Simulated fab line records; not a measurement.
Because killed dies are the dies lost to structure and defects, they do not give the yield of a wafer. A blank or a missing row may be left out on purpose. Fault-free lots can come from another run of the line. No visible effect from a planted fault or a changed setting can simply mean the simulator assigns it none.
Comparing a struck lot with a sound one + flow n5-finfet + 16 steps out of a route of 1938
Sound: wafers L927.1, L927.2, L927.4. Wafers struck: L930.2, L930.4. At the end, the cause is stated.
Order at every step that has rows: each side's tool, ch and its chambers, its first start. Under that, the readings that differ: sound wafers + struck wafers + difference of the means + sigmas: that difference in standard deviations of wafers without a fault.
alike: same words and numbers on both sides, and readings whose means sit less than 2 such deviations apart. not compared: any withheld reading, any reading some wafer has no value for, any bound like >300 that may hide the same value, and any number with overlapping values for which the record gives no deviation.
A row with sigmas, a row that says differs or no value, or rows on one side alone: a step with any of these is where the two part. When numbers do not overlap yet have no deviation, they are printed without sigmas and do not part them. Lack of a reading on every wafer of one side parts them only where that side has two or more wafers.

N5_SDB_INSPECT_36: inspects for defects (darkfield).
  sound on defect-inspect-02, day 5 23:55; struck on defect-inspect-01, day 6 19:31
  alike: raw-defect-count
N5_DUMMY_REMOVAL_HM_STRIP_01: strips SiNx in CH3F/O2, stops on poly-Si, target depth 4 nm, time 6.8 s.
  sound on rie-diel-03 ch 2,3, day 5 23:57; struck on rie-diel-01 ch 0,3, day 6 19:33
| reading                     | sound       | struck  | difference | sigmas |
|-----------------------------|-------------|---------|------------|--------|
| drypump-motor-current-A (A) | 5.1 4.7 5.0 | 6.2 6.0 | +1.2       | +2     |
  alike: oes-product-au, rf-vpp-V, showerhead-plenum-p-Torr, throttle-valve-pct
  not compared: rf-hours-counter-h
N5_DUMMY_REMOVAL_STRIP_10: strips in N2/H2, time 40 s.
  sound on rie-diel-03 ch 2,3, day 5 23:59; struck on rie-diel-01 ch 0,3, day 6 19:35
| reading                     | sound       | struck  | difference | sigmas |
|-----------------------------|-------------|---------|------------|--------|
| drypump-motor-current-A (A) | 5.1 4.7 5.1 | 6.3 6.1 | +1.2       | +2     |
  alike: oes-product-au, rf-vpp-V, showerhead-plenum-p-Torr, throttle-valve-pct
  not compared: rf-hours-counter-h
then, 2 steps without rows for these wafers: N5_DUMMY_REMOVAL_PRECLEAN_07 (cleans in dHF, time 30 s); N5_DUMMY_REMOVAL_DUMMY_REMOVE_02 (chemistry TMAH, target poly-Si, stops on SiO2, target depth 142 nm, time 57 s, rinse time 30 s).
N5_DUMMY_REMOVAL_INSPECT_06: inspects for defects (brightfield).
  sound on defect-inspect-01, day 6 00:09; struck on defect-inspect-02, day 6 19:45
  alike: raw-defect-count
then, 4 steps without rows for these wafers: N5_DUMMY_REMOVAL_PRECLEAN_08 (cleans in NF3:NH3, afs cycles 2, time 20 s, sublimation time 60 s); N5_DUMMY_REMOVAL_PRECLEAN_04 (cleans in DHF, time 37 s); N5_DUMMY_REMOVAL_SRD_05 (time 30 s); N5_HKMG_FIN_IL_REGROW_00 (material SiO2, chemistry O3, target thk 0.75 nm, time 30 s).
N5_HKMG_FIN_HK_ALD_01: deposits HfO2, target thk 1.6 nm, pulse time 3 s, purge time 3 s.
  sound on ald-hk-03 ch 0,2,3, day 6 00:33; struck on ald-hk-02 ch 0,2, day 6 20:10
  alike: precursor-pulse-height-rel
  not compared: co-reactant-pulse-time-s
N5_HKMG_FIN_HK_ANNEAL_02: time 30 s.
  sound on rtp-anneal-01 ch 0, day 6 00:53; struck on rtp-anneal-02 ch 0, day 6 20:23
  alike: lamp-power-pct, lamp_zone_1_pct, wafer_temp_C_max
N5_HKMG_FIN_ALD_74: deposits La2O3, target thk 0.5 nm, pulse time 6 s, co reactant pulse time 1 s.
  sound on ald-hk-01 ch 0,2,3, day 6 01:07; struck on ald-hk-03 ch 1,3, day 6 20:34
| reading                      | sound | struck        | difference | sigmas |
|------------------------------|-------|---------------|------------|--------|
| co-reactant-pulse-time-s (s) | 1 1 1 | 1.0519 1.0519 | +0.0519    |        |
  alike: heater-power-w, precursor-pulse-height-rel
N5_HKMG_FIN_ALD_75: deposits Al2O3, target thk 1 nm, co reactant pulse time 1 s.
  sound on ald-hk-01 ch 0,2,3, day 6 01:11; struck on ald-hk-03 ch 1,3, day 6 20:38
  alike: heater-power-w, precursor-pulse-height-rel
-- here the record skips 5 days between the struck wafers' starts before and after, leaving off in module HKMG_FIN and picking up in module BEOL_M4 (first step shown: number 1111 of the route) --
N5_BEOL_M4_RC_MEAS_101:
  sound on prober-01 ch 0, day 10 22:28; struck on prober-01 ch 0, day 11 14:38
  alike: DIBL_N, DIBL_P, IOFF_N, IOFF_P, ION_N, ION_P, SS_N, SS_P, VT_N, VT_P
-- here the record skips 5 days between the struck wafers' starts before and after, leaving off in module BEOL_M4 and picking up in module PASSIVATION (first step shown: number 1936 of the route) --
N5_PASSIVATION_PROBE_49:
  rows exist in the record for the struck wafers here (prober-02, day 16 16:48), but not for the sound ones

== WHERE THEY PART ==
Earliest at N5_DUMMY_REMOVAL_HM_STRIP_01; latest, in this record, at N5_PASSIVATION_PROBE_49.

WHY: what the simulator had put in
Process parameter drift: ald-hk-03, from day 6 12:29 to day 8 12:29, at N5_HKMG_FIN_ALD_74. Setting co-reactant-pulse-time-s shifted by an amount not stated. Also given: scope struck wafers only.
